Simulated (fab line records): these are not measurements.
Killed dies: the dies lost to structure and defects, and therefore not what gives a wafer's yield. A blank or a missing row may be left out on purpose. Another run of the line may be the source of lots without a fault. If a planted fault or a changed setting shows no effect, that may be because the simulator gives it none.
fab line records    flow n5-finfet
[record] lots = 5  wafers = 15  last-day = 19
route steps=1938 shown BEOL_M0_SAQP@642 BEOL_M4@1111 PASSIVATION@1936
lots that met no fault: taken from a fault-free run of the same line
start-h: hours from the record's first day to the start of the lot's first wafer shown    wait-h: how many hours have passed since the lot's step before this one    " as in the row above    L1.1+2: a row that stands for several wafers    - either no value or no given start    * or withheld: withheld    < > ~ a bound
route shown NAME@n: names a module that has steps shown in the file, with the first one's number in the route    usual: mean/standard deviation of fault-free wafers    same: alike in all rows    chamber/n: place in a boat    sites: per-site readings    _std_site: the standard deviation of these    _edge_site: mean of outer sites minus mean of inner sites    radius-mm: how far each site lies from the wafer's centre    mask NAME#n: copy n    behind: tool/chamber where the wafer was last shaped    hold: why the lot went on hold/how many hours it stayed there/how the hold came to an end    device: whichever transistor did not switch (one of n, p or np)    end of line: the route-end tests of the same wafers    step lacking rows: just its recipe    killed: at the first sort, the dies lost to defects and structure; wafer yield is something else    map: shows each die of a wafer: x if killed, . if not, _ if none is there
set.NAME: the setting the step ran with; set.NAME@STEP: the setting that earlier step ran with    model.NAME: the simulator's own value behind a step, which no gauge read
a table for each step, a row for each wafer; lots at some steps of the route
services: a tool's chamber out of use, with start hour (start-h, from the record's first day; less than 0 if before it), hours out, and reason
[[steps]]
[step N5_BEOL_M0_SAQP_COAT_82]
[recipe] resist = SiARC  temp-c = 220  time-s = 60  spin-rpm = 1500  resist-thk-nm = 30
[step N5_BEOL_M0_SAQP_COAT_08]
[recipe] resist = CAR-ArF  spin-rpm = 1500  resist-thk-nm = 90
[step N5_BEOL_M0_SAQP_EBR_10]
[recipe] solvent = PGMEA  ebr-width-mm = 1.5
[step N5_BEOL_M0_SAQP_SOFTBAKE_09]
[recipe] temp-c = 110  time-s = 60  resist = CAR-ArF
[step N5_BEOL_M0_SAQP_EXPOSE_11]
[recipe] mask-id = M0_CORE  na = 1.35  source-shape = dipole  sigma-inner = 0.538  sigma-outer = 0.738  polarization = te  target-cd-nm = 42  dose-mj = 55
[step N5_BEOL_M0_SAQP_PEB_12]
[recipe] peb-temp-c = withheld  peb-time-s = 60  resist = CAR-ArF
[step N5_BEOL_M0_SAQP_DEVELOP_13]
[recipe] develop-time-s = 30  developer = TMAH  resist = CAR-ArF  dev-temp-c = 23  rinse-liquid = diw  dry = air-spin
[step N5_BEOL_M0_SAQP_CD_MEAS_14]
[recipe] target-cd-nm = 42.5  landing-energy-ev = 500  detector = se-inlens
[usual] cd-nm = 42.4/0.33
lot.wafer  tool       chamber  start-h  wait-h  cd-nm
L107.2     cd-sem-02  0        152.66   -       42.5
L107.5     "          0        "        "       42.6
L107.6     "          0        "        "       42.5
L108.1     cd-sem-03  0        162.91   -       42.6
L108.2     "          0        "        "       42.3
L108.5     "          0        "        "       41.8
L119.2     cd-sem-02  0        224.63   -       42.3
L119.3     "          0        "        "       42.4
L119.5     "          0        "        "       42.0
L122.1     cd-sem-02  0        245.80   -       42.3
L122.3     "          0        "        "       42.4
L122.6     "          0        "        "       43.0
L123.1     cd-sem-02  0        249.09   -       42.6
L123.4     "          0        "        "       42.2
L123.5     "          0        "        "       42.1
[step N5_BEOL_M0_SAQP_OVL_MEAS_15]
[recipe] points-per-wafer = 44
[usual] M0_CORE_OVL = 0.3/0.82
lot.wafer  tool        chamber  start-h  wait-h  M0_CORE_OVL[nm]
L107.2     overlay-01  0        152.69   0.0     -0.8
L107.5     "           0        "        "       -1.0
L107.6     "           0        "        "       -0.3
L108.1     overlay-01  0        162.94   0.0     1.8
L108.2     "           0        "        "       1.2
L108.5     "           0        "        "       2.3
L119.2     overlay-01  0        224.66   0.0     -0.3
L119.3     "           0        "        "       0.3
L119.5     "           0        "        "       -0.8
L122.1     overlay-01  0        245.83   0.0     1.6
L122.3     "           0        "        "       -0.2
L122.6     "           0        "        "       0.2
L123.1     overlay-02  0        249.12   0.0     0.8
L123.4     "           0        "        "       0.7
L123.5     "           0        "        "       0.3
[step N5_BEOL_M0_SAQP_INSPECT_16]
[recipe] mode = adi  inspect-instrument = brightfield
[usual] raw-defect-count = 480/130
lot.wafer  tool               chamber  start-h  wait-h  raw-defect-count
L107.2     defect-inspect-01  -        152.71   0.0     333
L107.5     "                  -        "        "       343
L107.6     "                  -        "        "       330
L108.1     defect-inspect-02  -        162.96   0.0     542
L108.2     "                  -        "        "       452
L108.5     "                  -        "        "       517
L119.2     defect-inspect-02  -        224.68   0.0     804
L119.3     "                  -        "        "       734
L119.5     "                  -        "        "       909
L122.1     defect-inspect-02  -        245.85   0.0     499
L122.3     "                  -        "        "       596
L122.6     "                  -        "        "       473
L123.1     defect-inspect-02  -        249.14   0.0     554
L123.4     "                  -        "        "       397
L123.5     "                  -        "        "       506
[step N5_BEOL_M0_SAQP_DESCUM_19]
[recipe] chemistry = O2  time-s = 7.9  source-power-w = 50  bias-power-w = 20  pressure-mtorr = 20  rf-frequency-hz = 2.712e+07  temp-c = 40  resist = CAR-ArF  o2-flow-sccm = 225
[usual] drypump-motor-current-A = 5.8/0.46  oes-product-au = 0.78/0.087  rf-vpp-V = 243.2/1.4  showerhead-plenum-p-Torr = 2.09/0.086  throttle-valve-pct = 20.53/0.22
lot.wafer  tool         chamber  start-h  wait-h  drypump-motor-current-A  oes-product-au  rf-hours-counter-h  rf-vpp-V  showerhead-plenum-p-Torr  throttle-valve-pct
L107.2     rie-diel-02  1        152.82   0.1     6.5                      0.91            16                  244.4     2.23                      20.28
L107.5     "            2        "        "       5.3                      0.82            -                   242.4     2.03                      20.45
L107.6     "            3        "        "       5.2                      0.92            -                   243.9     2.12                      20.58
L108.1     rie-diel-05  2        163.00   0.0     6.0                      0.77            131                 244.1     2.18                      20.78
L108.2     "            0        "        "       5.8                      0.71            244                 243.4     2.05                      20.61
L108.5     "            1        "        "       5.7                      0.70            -                   243.8     2.16                      20.51
L119.2     rie-diel-05  1        224.71   0.0     5.6                      0.68            236                 244.1     2.15                      20.51
L119.3     "            3        "        "       5.2                      0.71            216                 243.9     2.08                      20.27
L119.5     "            1        "        "       5.6                      0.68            -                   245.7     2.15                      20.51
L122.1     rie-diel-06  1        245.88   0.0     6.4                      0.74            193                 242.6     2.08                      20.80
L122.3     "            2        "        "       6.1                      0.88            33                  243.9     2.13                      20.58
L122.6     "            0        "        "       5.2                      0.74            -                   240.9     1.92                      20.71
L123.1     rie-diel-02  0        249.21   0.1     6.1                      0.93            9                   244.5     2.13                      19.68
L123.4     "            1        "        "       6.5                      0.85            47                  244.9     2.22                      20.33
L123.5     "            2        "        "       5.3                      0.79            -                   242.0     2.02                      20.50
[step N5_BEOL_M0_SAQP_ETCH_83]
[recipe] chemistry = CF4  target = SiARC  target-depth-a = 390  mask-material = CAR-ArF  time-s = 65  ion-energy-ev = 80  pressure-mtorr = 40  source-w = 545  bias-w = 36  Ar_flow_sccm = 100  cf4-flow-sccm = 100  ends = cleared
[usual] drypump-motor-current-A = 5.8/0.46  etch-rf-on-time-s = 64.6/1.6  oes-product-au = 0.67/0.075  rf-vpp-V = 184.1/1.3  showerhead-plenum-p-Torr = 2.14/0.081  throttle-valve-pct = 15.70/0.23
lot.wafer  tool         chamber  start-h  wait-h  drypump-motor-current-A  etch-rf-on-time-s  oes-product-au  rf-hours-counter-h  rf-vpp-V  showerhead-plenum-p-Torr  throttle-valve-pct
L107.2     rie-diel-02  1        152.86   0.0     6.6                      64.6               0.78            16                  184.9     2.26                      15.34
L107.5     "            2        "        "       5.3                      63.2               0.70            -                   183.0     2.07                      15.56
L107.6     "            3        "        "       5.2                      62.9               0.79            -                   185.3     2.18                      15.75
L108.1     rie-diel-05  2        163.03   0.0     6.0                      62.7               0.67            131                 185.2     2.23                      15.97
L108.2     "            0        "        "       5.8                      65.0               0.60            244                 184.3     2.12                      15.91
L108.5     "            1        "        "       5.7                      66.4               0.59            -                   186.5     2.20                      15.65
L119.2     rie-diel-05  1        224.75   0.0     5.6                      67.1               0.58            236                 182.1     2.19                      15.70
L119.3     "            3        "        "       5.1                      65.4               0.61            216                 183.1     2.11                      15.39
L119.5     "            1        "        "       5.6                      67.2               0.57            -                   184.8     2.19                      15.69
L122.1     rie-diel-06  1        245.92   0.0     6.5                      63.5               0.63            193                 183.6     2.12                      15.96
L122.3     "            2        "        "       6.1                      65.6               0.76            34                  185.4     2.18                      15.69
L122.6     "            0        "        "       5.3                      63.7               0.64            -                   183.0     1.97                      15.86
L123.1     rie-diel-02  0        249.25   0.0     6.1                      61.9               0.81            9                   184.4     2.20                      15.02
L123.4     "            1        "        "       6.6                      64.8               0.73            47                  186.4     2.25                      15.38
L123.5     "            2        "        "       5.3                      63.2               0.68            -                   183.0     2.06                      15.63
[step N5_BEOL_M0_SAQP_ETCH_84]
[recipe] chemistry = N2/H2  target = SOC  target-depth-a = 1000  overetch-a = 200  mask-material = SiARC  temp-c = 40  time-s = 150  ion-energy-ev = 200  pressure-mtorr = 30  source-w = 840  bias-w = 150  n2-flow-sccm = 200  h2-flow-sccm = 200
[usual] drypump-motor-current-A = 5.8/0.46  oes-product-au = 0.70/0.074  rf-vpp-V = 523.8/3  run-length-s = 173.4/0.38  showerhead-plenum-p-Torr = 2.54/0.11  throttle-valve-pct = 17.97/0.21
lot.wafer  tool         chamber  start-h  wait-h  drypump-motor-current-A  oes-product-au  rf-hours-counter-h  rf-vpp-V  run-length-s  showerhead-plenum-p-Torr  throttle-valve-pct  model.SiARC_of_BEOL_M0_SAQP_COAT_82.thk-nm
L107.2     rie-diel-02  1        152.91   0.0     6.6                      0.81            16                  528.5     173.3         2.72                      17.73               24
L107.5     "            2        "        "       5.3                      0.72            -                   521.7     173.7         2.45                      17.78               24
L107.6     "            3        "        "       5.3                      0.81            -                   525.4     173.8         2.59                      18.15               24.2
L108.1     rie-diel-05  2        163.08   0.0     6.0                      0.68            132                 525.9     173.3         2.67                      18.30               24.2
L108.2     "            0        "        "       5.8                      0.63            244                 522.5     173.8         2.49                      18.11               24.6
L108.5     "            1        "        "       5.7                      0.63            -                   525.0     173.5         2.63                      18.03               24.6
L119.2     rie-diel-05  1        224.80   0.0     5.6                      0.61            236                 525.9     173.2         2.62                      18.07               24.6
L119.3     "            3        "        "       5.2                      0.69            216                 522.5     159.9         2.52                      17.68               24.8
L119.5     "            1        "        "       5.6                      0.61            -                   525.3     173.4         2.62                      18.06               24.6
L122.1     rie-diel-06  1        245.97   0.0     6.5                      0.66            193                 523.6     173.5         2.51                      18.16               24.2
L122.3     "            2        "        "       6.1                      0.80            34                  525.1     172.9         2.59                      17.90               24.2
L122.6     "            0        "        "       5.2                      0.67            -                   517.3     173.4         2.34                      18.09               24
L123.1     rie-diel-02  0        249.30   0.0     6.2                      0.84            9                   526.4     173.4         2.61                      17.35               24.2
L123.4     "            1        "        "       6.6                      0.76            47                  527.5     173.1         2.70                      17.82               24.2
L123.5     "            2        "        "       5.3                      0.69            -                   521.0     173.5         2.44                      17.83               24
[step N5_BEOL_M0_SAQP_STRIP_80]
[recipe] chemistry = N2/H2  temp-c = 40  n2-flow-sccm = 200  h2-flow-sccm = 200  rf-frequency-hz = 6e+07
[step N5_BEOL_M4_RC_MEAS_101]
[usual] DIBL_N = 35.8/1.7  DIBL_P = 35.3/2  IOFF_N = 0.150/0.026  IOFF_P = 0.194/0.029  ION_N = 667/11  ION_P = 456/7.1  SS_N = 71.4/0.65  SS_P = 73.1/0.64  VT_N = 251/3  VT_P = -252/3.2
lot.wafer  tool       chamber  start-h  wait-h  DIBL_N[mV/V]  DIBL_P[mV/V]  IOFF_N[nA/um]  IOFF_P[nA/um]  ION_N[uA/um]  ION_P[uA/um]  SS_N[mV/dec]  SS_P[mV/dec]  VT_N[mV]  VT_P[mV]
L107.2     prober-02  0        270.14   0.2     30.0          30.1          0.088          0.135          649           450           70.0          71.1          256       -256
L107.5     "          0        "        "       35.2          37.6          0.169          0.223          689           469           71.3          72.4          245       -250
L107.6     "          0        "        "       35.3          37.3          0.169          0.235          680           470           71.1          73.3          248       -245
L108.1     prober-01  0        272.94   0.0     34.8          33.6          0.120          0.192          652           457           70.5          73.7          255       -247
L108.2     "          0        "        "       35.2          34.7          0.132          0.202          664           460           71.2          73.4          255       -250
L108.5     "          0        "        "       33.9          32.6          0.111          0.176          662           458           71.1          73.0          255       -250
L119.2     prober-01  0        335.98   0.2     36.6          34.0          0.167          0.213          659           461           72.4          72.8          251       -246
L119.3     "          0        "        "       36.7          35.4          0.170          0.237          670           461           72.0          73.1          248       -247
L119.5     "          0        "        "       36.9          34.7          0.158          0.221          659           455           72.4          73.7          252       -248
L122.1     prober-02  0        347.58   0.0     36.7          35.5          0.155          0.222          672           466           71.4          73.3          251       -249
L122.3     "          0        "        "       37.9          36.6          0.179          0.236          676           468           71.4          74.4          248       -250
L122.6     "          0        "        "       38.9          37.1          0.201          0.247          681           461           71.9          73.6          247       -248
L123.1     prober-02  0        349.42   0.0     37.4          38.4          0.191          0.199          681           451           71.3          74.2          247       -255
L123.4     "          0        "        "       38.1          39.3          0.192          0.207          677           453           72.0          74.2          247       -252
L123.5     "          0        "        "       34.7          35.7          0.144          0.164          666           447           71.4          73.0          248       -255
[step N5_PASSIVATION_PROBE_49]
[usual] defect-limited-yield = 91.5/1.4  killed_at_M0_to_M3 = 34/11  killed_at_M4_up = 15/6  killed-at-contacts = 11/5.9  killed-at-front-end = 37/11  killed-at-other = 3.6/2.9  killed-dies = 101/17  killed-open = 66/12  killed-short = 33/7.8  sort_bin_5_function = 5.0/0.97  sort_bin_6_memory = 3.2/0.65  sort-n-pass = 1079/17  sort-yield-pct = 91.4/1.4
[same] gross-dies = 1180  killed-at-back-side = 0  sort_bin_4_leakage[%] = 0  sort_bin_8_speed[%] = 0
lot.wafer  tool       chamber  start-h  wait-h  defect-limited-yield[%]  killed_at_M0_to_M3  killed_at_M4_up  killed-at-contacts  killed-at-front-end  killed-at-other  killed-dies  killed-open  killed-short  sort_bin_5_function[%]  sort_bin_6_memory[%]  sort-n-pass  sort-yield-pct[%]
L107.2     prober-02  -        376.14   0.1     89.9                     37                  15               23                  42                   2                119          76           42            6.4                     3.1                   1061         89.9
L107.5     prober-02  -        376.29   0.2     92.4                     30                  12               25                  22                   1                90           63           26            4.6                     2.9                   1090         92.4
L107.6     prober-02  -        376.34   0.3     93.1                     19                  11               24                  23                   4                81           57           23            3.8                     2.9                   1099         93.1
L119.2     prober-01  -        445.36   0.1     90.5                     40                  15               6                   45                   6                112          59           51            5.3                     4.0                   1068         90.5
L119.3     prober-01  -        445.41   0.1     91.6                     32                  14               11                  34                   8                99           58           37            5.4                     2.7                   1081         91.6
L119.5     prober-01  -        445.51   0.2     91.9                     42                  15               1                   31                   7                96           64           32            4.9                     2.9                   1084         91.9
L123.1     prober-02  -        462.25   0.0     84.4                     73                  15               16                  76                   4                184          127          55            9.6                     5.8                   996          84.4
L123.4     prober-02  -        462.40   0.2     90.1                     38                  8                2                   65                   4                117          69           47            5.8                     3.8                   1063         90.1
L123.5     prober-02  -        462.45   0.2     90.3                     32                  6                17                  55                   5                115          82           32            6.7                     3.0                   1065         90.3
// killed by level:class
L107.2 STI_FIN_REVEAL:geometric-particle:open=14 MOL_CONTACT_COAG:geometric-particle:open=13 BEOL_M2:geometric-particle:open=11 MOL_CONTACT_COAG:geometric-particle:short=9 GATE_CUT:geometric-particle:short=7 BEOL_M4:geometric-particle:open=7 BEOL_M1:geometric-particle:short=7 BEOL_M0_SAQP:geometric-particle:short=6
L107.5 MOL_CONTACT_COAG:geometric-particle:open=24 BEOL_M2:geometric-particle:open=10 BEOL_M1:geometric-particle:short=5 BEOL_M1:geometric-particle:open=5 BEOL_M4:geometric-particle:open=5 STARTING-WAFER:geometric-particle:short=4 STI_FIN_REVEAL:geometric-particle:short=3 STI_FIN_REVEAL:geometric-particle:open=3
L107.6 MOL_CONTACT_COAG:geometric-particle:open=22 GATE_CUT:geometric-particle:short=8 BEOL_M4:geometric-particle:open=6 BEOL_M2:geometric-particle:open=4 BEOL_M3:geometric-particle:open=4 BEOL_M0_SAQP:geometric-particle:short=3 BEOL_M1:geometric-particle:open=3 FIN_SAQP:geometric-particle:short=2
L119.2 BEOL_M0_SAQP:geometric-particle:short=15 FIN_SAQP:geometric-particle:short=9 BEOL_M3:geometric-particle:open=7 BEOL_M0_SAQP:geometric-particle:open=6 STI_FIN_REVEAL:geometric-particle:open=5 STARTING-WAFER:geometric-particle:open=5 FIN_SAQP:geometric-particle:open=4 GATE_CUT:geometric-particle:open=4
L119.3 BEOL_M0_SAQP:geometric-particle:short=10 MOL_CONTACT_COAG:geometric-particle:open=8 BEOL_M0_SAQP:geometric-particle:open=8 STI_FIN_REVEAL:geometric-particle:open=6 FIN_SAQP:geometric-particle:open=5 FIN_SAQP:geometric-particle:short=4 BEOL_M1:geometric-particle:open=4 BEOL_M2:geometric-particle:open=4
L119.5 BEOL_M2:geometric-particle:open=10 STI_FIN_REVEAL:geometric-particle:open=8 FIN_SAQP:geometric-particle:short=7 BEOL_M3:geometric-particle:short=6 FIN_SAQP:geometric-particle:open=5 BEOL_M0_SAQP:geometric-particle:short=5 BEOL_M0:geometric-particle:open=5 BEOL_M4:geometric-particle:open=5
L123.1 BEOL_M0_SAQP:geometric-particle:short=20 FIN_SAQP:geometric-particle:open=15 STI_FIN_REVEAL:geometric-particle:open=15 BEOL_M0_SAQP:geometric-particle:open=15 MOL_CONTACT_COAG:geometric-particle:open=14 BEOL_M2:geometric-particle:open=14 BEOL_M3:geometric-particle:open=11 FIN_SAQP:geometric-particle:short=8
L123.4 FIN_SAQP:geometric-particle:open=20 BEOL_M0_SAQP:geometric-particle:short=14 STI_FIN_REVEAL:geometric-particle:open=11 BEOL_M0_SAQP:geometric-particle:open=11 FIN_SAQP:geometric-particle:short=9 GATE_CUT:geometric-particle:short=7 ILD0:geometric-particle:short=4 BEOL_M2:geometric-particle:open=4
L123.5 STI_FIN_REVEAL:geometric-particle:open=15 MOL_CONTACT_COAG:geometric-particle:open=12 BEOL_M3:geometric-particle:open=12 GATE_CUT:geometric-particle:open=7 GATE_CUT:geometric-particle:short=6 MOL_CONTACT_COAG:geometric-particle:short=5 BEOL_M2:geometric-particle:open=5 FIN_SAQP:geometric-particle:open=4
[[services]]
tool         chamber  start-h  hours  kind
rie-diel-02  -        145.67   1.1    repair
rie-diel-06  3        177.16   1.4    repair
rie-diel-05  0        186.26   -      clean
rie-diel-05  0        186.26   -      consumable-replace:focus-ring
rie-diel-05  0        186.26   17.9   scheduled-down
rie-diel-05  0        186.26   17.9   vent-cycle
rie-diel-06  1        192.14   6.6    repair
rie-diel-02  0        198.85   -      clean
rie-diel-02  0        198.85   -      consumable-replace:focus-ring
rie-diel-02  0        198.85   22.0   scheduled-down
rie-diel-02  0        198.85   22.0   vent-cycle
rie-diel-06  3        210.04   5.9    repair
rie-diel-05  -        215.11   2.8    pm
[[key]]
[first-sign] step = N5_BEOL_M0_SAQP_ETCH_84  reading = run-length-s  direction = down  sigmas = 36  usual = *  struck = *
effect none on later readings
[model-effect] step = N5_BEOL_M0_SAQP_ETCH_84  value = SiARC_of_BEOL_M0_SAQP_COAT_82.thk-nm  without = 24.4  struck = 24.8
met-at N5_BEOL_M0_SAQP_ETCH_84
struck-wafers L119.3
[fault] kind = process-parameter-drift  tool = rie-diel-05  chamber = 3  onset-h = 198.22  steps = N5_BEOL_M0_SAQP_ETCH_84  channel = time-s  offset = *  shape = step  end-h = 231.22  acts-in = *  stated = *
